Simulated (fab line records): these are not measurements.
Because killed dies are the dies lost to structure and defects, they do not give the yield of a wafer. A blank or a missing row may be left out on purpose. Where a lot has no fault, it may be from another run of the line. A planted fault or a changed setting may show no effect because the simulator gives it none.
fab line records ; flow n5-finfet
record lots=6; wafers=18; last-day=18
route steps=1938 shown SD_EPI_P@326 SD_ACTIVATION@330 ILD0@335 BEOL_M4@1111
lots that met no fault: taken from a fault-free run of the same line
start-h: the number of hours between the record's first day and the start of the first shown wafer of the lot ; wait-h: how many hours have passed since the lot's step before this one ; " repeats the value in the row above ; L1.1+2: a single row standing in for several wafers ; - no value present, or no start provided ; * or withheld: withheld ; < > ~ a bound
route shown NAME@n: a module of which the file shows steps, and the number in the route of the first ; usual: mean and standard deviation over wafers with no fault ; same: alike in all rows ; chamber/n: place in a boat ; sites: per-site readings ; _std_site: standard deviation of those values ; _edge_site: the outer-site mean with the inner-site mean subtracted ; radius-mm: how far each site lies from the wafer's centre ; mask NAME#n: copy n ; behind: tool/chamber where the wafer was last shaped ; hold: the reason the lot was held/the length of the hold in hours/how it ended ; device: names the non-switching transistor (n, p or np) ; end of line: tests run on the same wafers once the route is complete ; a step with no rows: only its recipe ; killed: the dies lost at the first sort to structure and to defects; this is not the yield of the wafer ; map: a wafer's dies, x killed, . not, _ none there
set.NAME: the run value of the setting; set.NAME@STEP: its run value at that earlier step ; model.NAME: the simulator's own value behind a step, which no gauge read
lots seen at some steps along the route; tables by step, rows by wafer
services: when a tool's chamber went out of use (start-h, in hours from the record's first day, below 0 if earlier), for how many hours, and the reason
## steps
# step N5_SD_EPI_P_PRECLEAN_32
# recipe chemistry=dHF; time-s=10; dilution=500:1; temp-c=25
# step N5_SD_EPI_P_PRECLEAN_33
# recipe chemistry=SC2; time-s=45; temp-c=35; mix=1:1:50
# step N5_SD_EPI_P_SRD_25
# recipe time-s=30; temp-c=23; rinse-liquid=diw; dry=ipa-marangoni
# step N5_SD_EPI_P_INSPECT_26
# recipe inspect-instrument=darkfield; mode=post-epi
# usual raw-defect-count=177/34
lot.wafer;tool;chamber;start-h;wait-h;raw-defect-count
L993.4;defect-inspect-01;-;63.63;0.0;199
L993.5;defect-inspect-01;-;63.63;0.0;240
L993.6;defect-inspect-01;-;63.63;0.0;139
L100.2;defect-inspect-01;-;105.61;0.0;211
L100.4;defect-inspect-01;-;105.61;0.0;248
L100.6;defect-inspect-01;-;105.61;0.0;203
L102.2;defect-inspect-02;-;117.26;0.0;206
L102.4;defect-inspect-02;-;117.26;0.0;178
L102.5;defect-inspect-02;-;117.26;0.0;142
L103.4;defect-inspect-02;-;125.60;0.0;149
L103.5;defect-inspect-02;-;125.60;0.0;184
L103.6;defect-inspect-02;-;125.60;0.0;161
L106.1;defect-inspect-02;-;141.42;0.0;180
L106.3;defect-inspect-02;-;141.42;0.0;167
L106.5;defect-inspect-02;-;141.42;0.0;152
L115.3;defect-inspect-02;-;195.43;0.0;190
L115.5;defect-inspect-02;-;195.43;0.0;176
L115.6;defect-inspect-02;-;195.43;0.0;138
# step N5_SD_ACTIVATION_RTA_00
# recipe temp-c=975; time-s=0; ambient=N2; idle-temp-c=600; ramp-up-c-per-s=150; ramp-down-c-per-s=60; cool-to-c=600
# usual lamp-power-pct=8.95/0.056; lamp_zone_2_pct=8.96/0.03; wafer_temp_C_max=974.7/1.8
lot.wafer;tool;chamber;start-h;wait-h;lamp-power-pct;lamp_zone_2_pct;wafer_temp_C_max
L993.4;rtp-anneal-02;0;63.74;0.1;8.96;8.97;972.9
L993.5;rtp-anneal-02;0;63.74;0.1;8.96;8.97;975.2
L993.6;rtp-anneal-02;0;63.74;0.1;8.95;8.97;974.8
L100.2;rtp-anneal-02;0;105.66;0.1;9.02;8.97;975.9
L100.4;rtp-anneal-02;0;105.66;0.1;8.95;8.98;972.6
L100.6;rtp-anneal-02;0;105.66;0.1;9.05;8.93;976.7
L102.2;rtp-anneal-02;0;117.32;0.1;9.07;8.98;972.5
L102.4;rtp-anneal-02;0;117.32;0.1;8.92;8.90;973.2
L102.5;rtp-anneal-02;0;117.32;0.1;8.94;8.91;975.4
L103.4;rtp-anneal-02;0;125.77;0.2;8.99;8.94;975.1
L103.5;rtp-anneal-02;0;125.77;0.2;9.07;8.96;974.0
L103.6;rtp-anneal-02;0;125.77;0.2;8.96;8.99;972.1
L106.1;rtp-anneal-02;0;141.46;0.0;8.90;8.95;975.5
L106.3;rtp-anneal-02;0;141.46;0.0;9.02;9.00;976.3
L106.5;rtp-anneal-02;0;141.46;0.0;8.90;8.96;976.7
L115.3;rtp-anneal-01;0;195.52;0.1;8.99;8.94;973.4
L115.5;rtp-anneal-01;0;195.52;0.1;8.90;8.93;976.4
L115.6;rtp-anneal-01;0;195.52;0.1;8.97;8.98;973.7
# step N5_SD_ACTIVATION_LSA_01
# recipe temp-c=1080; time-s=0.0008; ambient=N2
# usual wafer_temp_C_max=1086.3/2.7
lot.wafer;tool;chamber;start-h;wait-h;wafer_temp_C_max
L993.4;laser-anneal-02;0;63.96;0.2;1084.3
L993.5;laser-anneal-02;0;63.96;0.2;1084.2
L993.6;laser-anneal-02;0;63.96;0.2;1084.2
L100.2;laser-anneal-01;0;105.86;0.2;1089.9
L100.4;laser-anneal-01;0;105.86;0.2;1092.0
L100.6;laser-anneal-01;0;105.86;0.2;1088.3
L102.2;laser-anneal-01;0;117.52;0.2;1089.1
L102.4;laser-anneal-01;0;117.52;0.2;1093.5
L102.5;laser-anneal-01;0;117.52;0.2;1087.4
L103.4;laser-anneal-02;0;125.97;0.2;1083.8
L103.5;laser-anneal-02;0;125.97;0.2;1083.5
L103.6;laser-anneal-02;0;125.97;0.2;1083.6
L106.1;laser-anneal-01;0;141.67;0.2;1090.5
L106.3;laser-anneal-01;0;141.67;0.2;1086.0
L106.5;laser-anneal-01;0;141.67;0.2;1087.3
L115.3;laser-anneal-02;0;195.72;0.2;1085.2
L115.5;laser-anneal-02;0;195.72;0.2;1084.0
L115.6;laser-anneal-02;0;195.72;0.2;1083.7
# step N5_SD_ACTIVATION_RS_MEAS_03
# recipe thk-meas-gauge=four-point-probe
# usual RS_SD_N=21.9/0.3; RS_SD_P=56.1/0.82
lot.wafer;tool;chamber;start-h;wait-h;RS_SD_N[ohm/sq];RS_SD_P[ohm/sq]
L993.4;film-metro-01;-;64.13;0.1;22.2;56.1
L993.5;film-metro-01;-;64.13;0.1;22.3;57.1
L993.6;film-metro-01;-;64.13;0.1;22.0;57.4
L100.2;film-metro-02;-;106.06;0.2;21.8;56.4
L100.4;film-metro-02;-;106.06;0.2;21.4;56.5
L100.6;film-metro-02;-;106.06;0.2;21.5;57.9
L102.2;film-metro-01;-;117.71;0.2;21.8;56.3
L102.4;film-metro-01;-;117.71;0.2;22.0;56.6
L102.5;film-metro-01;-;117.71;0.2;21.9;56.3
L103.4;film-metro-02;-;126.14;0.1;21.8;55.1
L103.5;film-metro-02;-;126.14;0.1;21.4;55.3
L103.6;film-metro-02;-;126.14;0.1;21.5;55.0
L106.1;film-metro-02;-;141.88;0.2;22.4;56.2
L106.3;film-metro-02;-;141.88;0.2;21.9;55.7
L106.5;film-metro-02;-;141.88;0.2;22.1;56.5
L115.3;film-metro-02;-;195.90;0.2;22.1;56.6
L115.5;film-metro-02;-;195.90;0.2;22.2;57.5
L115.6;film-metro-02;-;195.90;0.2;21.8;56.6
# step N5_SD_ACTIVATION_INSPECT_02
# recipe inspect-instrument=darkfield; mode=post-anneal
# usual raw-defect-count=176/32
lot.wafer;tool;chamber;start-h;wait-h;raw-defect-count
L993.4;defect-inspect-01;-;64.39;0.1;199
L993.5;defect-inspect-01;-;64.39;0.1;217
L993.6;defect-inspect-01;-;64.39;0.1;140
L100.2;defect-inspect-01;-;106.36;0.1;215
L100.4;defect-inspect-01;-;106.36;0.1;236
L100.6;defect-inspect-01;-;106.36;0.1;192
L102.2;defect-inspect-02;-;118.02;0.1;192
L102.4;defect-inspect-02;-;118.02;0.1;172
L102.5;defect-inspect-02;-;118.02;0.1;138
L103.4;defect-inspect-01;-;126.41;0.1;140
L103.5;defect-inspect-01;-;126.41;0.1;170
L103.6;defect-inspect-01;-;126.41;0.1;164
L106.1;defect-inspect-02;-;142.21;0.2;178
L106.3;defect-inspect-02;-;142.21;0.2;173
L106.5;defect-inspect-02;-;142.21;0.2;164
L115.3;defect-inspect-01;-;196.19;0.1;177
L115.5;defect-inspect-01;-;196.19;0.1;168
L115.6;defect-inspect-01;-;196.19;0.1;143
# step N5_ILD0_LINER_00
# recipe material=SiNx; target-thk-a=40; temp-c=400; ald-precursor-family=SiH2I2; ald-co-reactant=N2/H2-plasma; pulse-time-s=1; purge-time-s=2; co-reactant-purge-time-s=2; ald-cycles=80; pressure-torr=2
# usual chamber-pressure-Torr=1.999/0.004; heater-power-w=830/63; precursor-pulse-height-rel=1.000/0.018
# same co-reactant-purge-time-s=2
lot.wafer;tool;chamber;start-h;wait-h;chamber-pressure-Torr;heater-power-w;precursor-pulse-height-rel;since-wet-clean-h
L993.4;ald-sin-02;3;64.54;0.2;2.003;850;0.948;345
L993.5;ald-sin-02;2;64.54;0.2;1.996;717;0.992;-
L993.6;ald-sin-02;3;64.54;0.2;2.001;827;0.994;-
L100.2;ald-sin-02;1;106.39;0.0;1.998;793;0.995;7
L100.4;ald-sin-02;0;106.39;0.0;1.995;774;1.025;7
L100.6;ald-sin-02;0;106.39;0.0;1.999;765;1.036;-
L102.2;ald-sin-04;3;118.18;0.2;2.003;888;0.982;308
L102.4;ald-sin-04;2;118.18;0.2;1.992;871;1.018;308
L102.5;ald-sin-04;2;118.18;0.2;2.001;893;0.985;-
L103.4;ald-sin-02;0;126.53;0.1;2.002;788;1.009;27
L103.5;ald-sin-02;0;126.53;0.1;2.002;804;0.997;-
L103.6;ald-sin-02;1;126.53;0.1;1.996;815;1.011;-
L106.1;ald-sin-01;3;142.35;0.1;1.999;933;0.977;240
L106.3;ald-sin-01;0;142.35;0.1;2.003;808;1.018;240
L106.5;ald-sin-01;1;142.35;0.1;2.004;807;1.015;-
L115.3;ald-sin-04;2;196.22;0.0;2.006;847;1.005;4
L115.5;ald-sin-04;3;196.22;0.0;1.996;858;0.986;-
L115.6;ald-sin-04;0;196.22;0.0;2.003;779;0.993;-
# step N5_ILD0_FCVD_FILL_01
# recipe material=SiO2_flowable; target-thk-a=2000; temp-c=100; pressure-torr=0.8; rf-w=2000; time-s=328.3
# step N5_ILD0_CURE_02
# recipe temp-c=450; time-s=1800; ambient=steam; idle-temp-c=400; ramp-up-c-per-min=5; ramp-down-c-per-min=3; densification-p-h2o-torr=640
# step N5_ILD0_CMP_03
# recipe stop-on=SiNx; t-overpolish-s=1.9; post-cmp-clean=alkaline-brush; down-force-psi=4.1491; platen-rpm=51.796; pad-velocity-m-s=1.0306; target-thk-nm=197.38
# usual head-pressure-psi=4.148/0.0093; motor-current-A=12.1/1.5; overpolish-run-s=1.900/0.0097; pad-life-wafers=920/330; time-to-endpoint-s=68.6/2.7
lot.wafer;tool;chamber;start-h;wait-h;head-pressure-psi;motor-current-A;overpolish-run-s;pad-life-wafers;time-to-endpoint-s
L993.4;cmp-01;3;66.98;0.1;4.154;10.5;1.900;536;68.9
L993.6;cmp-01;1;66.98;0.1;4.159;10.6;1.895;-;69.4
L993.5;cmp-01;2;66.98;0.1;4.148;11.0;1.898;-;65.8
L100.2;cmp-03;1;109.16;0.0;4.161;10.6;1.877;714;68.0
L100.4;cmp-03;3;109.16;0.0;4.144;15.9;1.908;716;67.8
L100.6;cmp-03;1;109.16;0.0;4.149;10.9;1.904;-;68.8
L102.2;cmp-02;0;120.91;0.0;4.150;10.6;1.900;828;70.5
L102.4;cmp-02;3;120.91;0.0;4.145;12.7;1.899;831;71.1
L102.5;cmp-02;1;120.91;0.0;4.142;12.0;1.891;-;69.7
L103.4;cmp-03;1;128.97;0.1;4.794;12.8;1.889;872;55.7
L103.6;cmp-03;3;128.97;0.1;4.790;16.9;1.920;-;55.9
L103.5;cmp-03;0;128.97;0.1;4.803;15.3;1.889;-;56.8
L106.3;cmp-03;0;144.77;0.1;4.795;14.7;1.901;985;58.6
L106.1;cmp-03;2;144.77;0.1;4.795;15.3;1.900;987;61.6
L106.5;cmp-03;3;144.77;0.1;4.788;16.9;1.898;-;57.7
L115.3;cmp-01;1;199.02;0.1;4.133;11.2;1.889;1622;71.6
L115.5;cmp-01;3;199.02;0.1;4.143;11.0;1.902;-;69.1
L115.6;cmp-01;0;199.02;0.1;4.159;12.5;1.879;-;67.0
# step N5_ILD0_THK_MEAS_04
# usual thk-nm=197.1/1.1
lot.wafer;tool;chamber;start-h;wait-h;thk-nm
L993.4;film-metro-01;-;67.20;-;195.8
L993.5;film-metro-01;-;67.20;-;198.1
L993.6;film-metro-01;-;67.20;-;196.6
L100.2;film-metro-02;-;109.46;-;196.5
L100.4;film-metro-02;-;109.46;-;197.9
L100.6;film-metro-02;-;109.46;-;197.1
L102.2;film-metro-01;-;121.20;-;197.8
L102.4;film-metro-01;-;121.20;-;197.4
L102.5;film-metro-01;-;121.20;-;196.8
L103.4;film-metro-02;-;129.19;-;195.2
L103.5;film-metro-02;-;129.19;-;194.5
L103.6;film-metro-02;-;129.19;-;194.0
L106.1;film-metro-01;-;145.03;-;194.8
L106.3;film-metro-01;-;145.03;-;196.3
L106.5;film-metro-01;-;145.03;-;195.2
L115.3;film-metro-02;-;199.24;-;195.9
L115.5;film-metro-02;-;199.24;-;196.3
L115.6;film-metro-02;-;199.24;-;197.9
# step N5_BEOL_M4_RC_MEAS_101
# usual DIBL_N=36.5/1.4; DIBL_P=36.5/1.6; IOFF_N=0.163/0.022; IOFF_P=0.219/0.029; ION_N=675/8.3; ION_P=464/6.2; SS_N=71.5/0.52; SS_P=73.4/0.57; VT_N=249.7/2.6; VT_P=-250/3
lot.wafer;tool;chamber;start-h;wait-h;DIBL_N[mV/V];DIBL_P[mV/V];IOFF_N[nA/um];IOFF_P[nA/um];ION_N[uA/um];ION_P[uA/um];SS_N[mV/dec];SS_P[mV/dec];VT_N[mV];VT_P[mV]
L993.4;prober-01;0;171.63;0.5;36.0;34.1;0.126;0.197;664;463;71.4;72.9;258.0;-250
L993.5;prober-01;0;171.63;0.5;37.7;36.0;0.153;0.229;663;462;71.5;73.4;254.3;-247
L993.6;prober-01;0;171.63;0.5;36.5;33.8;0.126;0.191;667;460;71.8;73.0;257.9;-251
L100.2;prober-01;0;214.85;0.2;36.9;36.2;0.167;0.253;685;473;71.2;73.3;249.1;-244
L100.4;prober-01;0;214.85;0.2;34.2;33.7;0.129;0.213;673;468;71.0;72.0;252.0;-248
L100.6;prober-01;0;214.85;0.2;35.3;34.5;0.141;0.221;681;469;71.2;72.5;248.7;-248
L103.4;prober-02;0;232.44;0.5;38.3;38.4;0.217;0.288;693;475;71.7;73.1;245.6;-242
L103.5;prober-02;0;232.44;0.5;37.1;38.1;0.190;0.275;686;478;71.1;73.4;245.2;-246
L103.6;prober-02;0;232.44;0.5;36.1;37.9;0.180;0.271;684;476;70.4;73.4;247.6;-242
L102.2;prober-02;0;237.93;0.2;36.8;37.2;0.157;0.218;668;462;71.3;73.0;250.6;-249
L102.4;prober-02;0;237.93;0.2;37.5;37.8;0.161;0.217;678;458;72.0;73.4;250.7;-250
L102.5;prober-02;0;237.93;0.2;36.2;37.3;0.150;0.210;670;462;71.8;73.3;249.1;-252
L106.1;prober-02;0;258.55;0.0;35.7;37.0;0.156;0.231;670;464;71.7;73.9;252.4;-247
L106.3;prober-02;0;258.55;0.0;37.2;38.7;0.187;0.253;673;463;72.3;73.9;248.2;-248
L106.5;prober-02;0;258.55;0.0;36.4;37.9;0.164;0.237;672;466;71.9;74.1;249.8;-247
L115.3;prober-02;0;317.03;0.3;36.0;35.2;0.146;0.213;671;470;72.1;73.3;251.6;-248
L115.5;prober-02;0;317.03;0.3;36.0;35.6;0.148;0.219;673;463;71.5;73.5;250.7;-249
L115.6;prober-02;0;317.03;0.3;34.4;32.7;0.123;0.188;675;471;70.1;73.1;250.2;-250
## services
tool;chamber;start-h;hours;kind
ald-sin-04;-;40.29;6.0;pm
cmp-03;-;48.77;4.2;pm
cmp-03;-;54.01;1.6;repair
cmp-01;-;54.66;2.2;repair
cmp-01;-;58.28;3.1;repair
laser-anneal-01;-;72.50;2.5;pm
ald-sin-01;-;81.84;0.7;repair
ald-sin-02;-;85.65;14.0;pm
cmp-03;-;105.77;0.9;repair
rtp-anneal-01;-;106.47;4.9;repair
ald-sin-02;-;108.99;2.8;pm
cmp-03;-;118.45;1.5;repair
cmp-02;-;121.46;6.8;pm
rtp-anneal-02;-;129.34;3.2;pm
laser-anneal-02;-;134.59;3.0;pm
cmp-03;-;145.48;0.9;repair
rtp-anneal-01;-;155.38;7.1;pm
ald-sin-01;3;157.56;52.7;repair
rtp-anneal-01;-;165.69;1.1;repair
cmp-01;-;174.98;4.3;repair
laser-anneal-01;-;178.02;4.2;repair
ald-sin-04;-;178.30;14.0;pm
cmp-02;-;183.81;2.2;repair
cmp-01;-;191.12;1.8;repair
## key
first-sign step=N5_ILD0_CMP_03; reading=head-pressure-psi; direction=up; sigmas=70; usual=4.148; struck=4.794
effect step=N5_ILD0_CMP_03; reading=time-to-endpoint-s; direction=down; sigmas=4; usual=*; struck=*
met-at N5_ILD0_CMP_03
struck-wafers L103.4,L103.5,L103.6,L106.1,L106.3,L106.5
onset-between 109.16 128.97
fault kind=process-parameter-drift; tool=cmp-03; chamber=-; onset-h=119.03; steps=N5_ILD0_CMP_03; channel=down-force-psi; offset=0.64114; shape=step; end-h=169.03; acts-in=these-recipes-only; stated=4.1491
